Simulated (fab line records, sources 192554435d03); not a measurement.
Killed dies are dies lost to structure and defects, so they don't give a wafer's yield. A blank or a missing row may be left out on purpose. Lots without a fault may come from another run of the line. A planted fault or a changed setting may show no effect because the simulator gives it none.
Split-lot experiment | flow n5_finfet | 7 lots, 21 wafers read, on a route of 1938 steps

THE SPLIT
At N5_BEOL_M2_ALD_98 (deposits SiO2, target thk 2.5 nm, pulse time 1 s, co reactant pulse time 1 s), the setting ald_cycles was moved away from the recipe's 17 on 7 of the 21 wafers read, by -11.8% to +17.6%. The other wafers ran this setting at the recipe's value.

The reading is taken at the split's own step.

THE READING
SiO2_of_BEOL_M2_ALD_98.thk_nm (the simulator's own value, which no gauge read), in nm, at N5_BEOL_M2_ALD_98 (deposits SiO2, target thk 2.5 nm, pulse time 1 s, co reactant pulse time 1 s). The file gives no usual value for it. The 14 wafers here that ran the recipe average 2.5 nm, standard deviation 0.096 nm.

wafer  | tool, chamber at the split | ald_cycles as run | against the recipe | SiO2_of_BEOL_M2_ALD_98.thk_nm, nm | against lot-mates on the recipe
L078.1 | ald_sin-03, 1,3,0          | 17                | recipe             | 2.4                               | -
L078.3 | ald_sin-03, 1,3,0          | 17                | recipe             | 2.4                               | -
L078.5 | ald_sin-03, 1,3,0          | 17                | recipe             | 2.4                               | -
L081.1 | ald_sin-01, 1,0            | 17                | recipe             | 2.4                               | -
L081.5 | ald_sin-01, 1,0            | 17                | recipe             | 2.4                               | -
L081.2 | ald_sin-01, 3              | 18                | +5.9%              | 2.6                               | +0.2
L088.3 | ald_sin-03, 0,2            | 17                | recipe             | 2.6                               | -
L088.5 | ald_sin-03, 0,2            | 17                | recipe             | 2.6                               | -
L088.6 | ald_sin-03, 3              | 17                | recipe             | 2.4                               | -
L093.3 | ald_sin-03, 1              | 17                | recipe             | 2.4                               | -
L093.5 | ald_sin-03, 3,0            | 20                | +17.6%             | 3                                 | +0.6
L093.6 | ald_sin-03, 3,0            | 20                | +17.6%             | 3                                 | +0.6
L094.1 | ald_sin-03, 1,3            | 15                | -11.8%             | 2.2                               | -0.2
L094.2 | ald_sin-03, 1,3            | 15                | -11.8%             | 2.2                               | -0.2
L094.6 | ald_sin-03, 1              | 17                | recipe             | 2.4                               | -
L096.1 | ald_sin-03, 2,3            | 15                | -11.8%             | 2.2                               | -0.4
L096.2 | ald_sin-03, 2,3            | 15                | -11.8%             | 2.2                               | -0.4
L096.6 | ald_sin-03, 3              | 17                | recipe             | 2.6                               | -
L097.1 | ald_sin-02, 2,1            | 17                | recipe             | 2.6                               | -
L097.5 | ald_sin-02, 2,1            | 17                | recipe             | 2.6                               | -
L097.2 | ald_sin-02, 0              | 17                | recipe             | 2.4                               | -
Where a row lists several chambers, the file gives one row for several wafers and doesn't say which wafer went through which chamber.

THE FIT
A straight line over all 21 wafers: SiO2_of_BEOL_M2_ALD_98.thk_nm changes by +0.0266 nm for each +1% of ald_cycles; r = +0.93; the points scatter about the line by 0.086 nm.
The same after taking each lot's own level away (the mean of its wafers on the recipe; 21 wafers): +0.0302 nm for each +1%; r = +0.95; scatter 0.075 nm.
On that fit, the largest move of ald_cycles shifts the reading by 0.53 nm.
The lots' own levels span 2.40 to 2.60 nm, that is 2.1 times the standard deviation above.
So the lot-to-lot level changes the slope: the two fits differ.
Check: with one of the wafers moved furthest among these (+17.6%) left out of the fit, the line predicts +0.529 nm for it against its lot-mates. It came out at +0.6 nm against them.

OTHER SPLITS ON THESE WAFERS
These wafers also went through other splits before the reading. Each is held against what the fit with the lots' levels taken away leaves over:
other split on the same wafers            | wafers away from the commonest value | r with SiO2_of_BEOL_M2_ALD_98.thk_nm (lot level and that fit taken away)
N5_MOL_CONTACT_COAG_EXPOSE_81 dose_mj     | 6                                    | -0.13
N5_MOL_CONTACT_COAG_EXPOSE_37 dose_mj     | 4                                    | +0.16
N5_MOL_CONTACT_COAG_ETCHBACK_134 time_s   | 6                                    | +0.18
N5_BEOL_M0_TRENCH_ETCH_107 target_depth_a | 6                                    | +0.12
N5_BEOL_M0_ETCH_109 bias_w                | 5                                    | -0.37
N5_BEOL_M1_ETCH_64 time_s                 | 3                                    | -0.05
N5_BEOL_M2_ILD_DEP_00 time_s              | 5                                    | +0.03
N5_BEOL_M2_COAT_73 spin_rpm               | 6                                    | +0.06

THE FILE'S OWN FIT
SiO2_of_BEOL_M2_ALD_98.thk_nm changes by +0.0302 nm for each +1% of ald_cycles, r = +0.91.
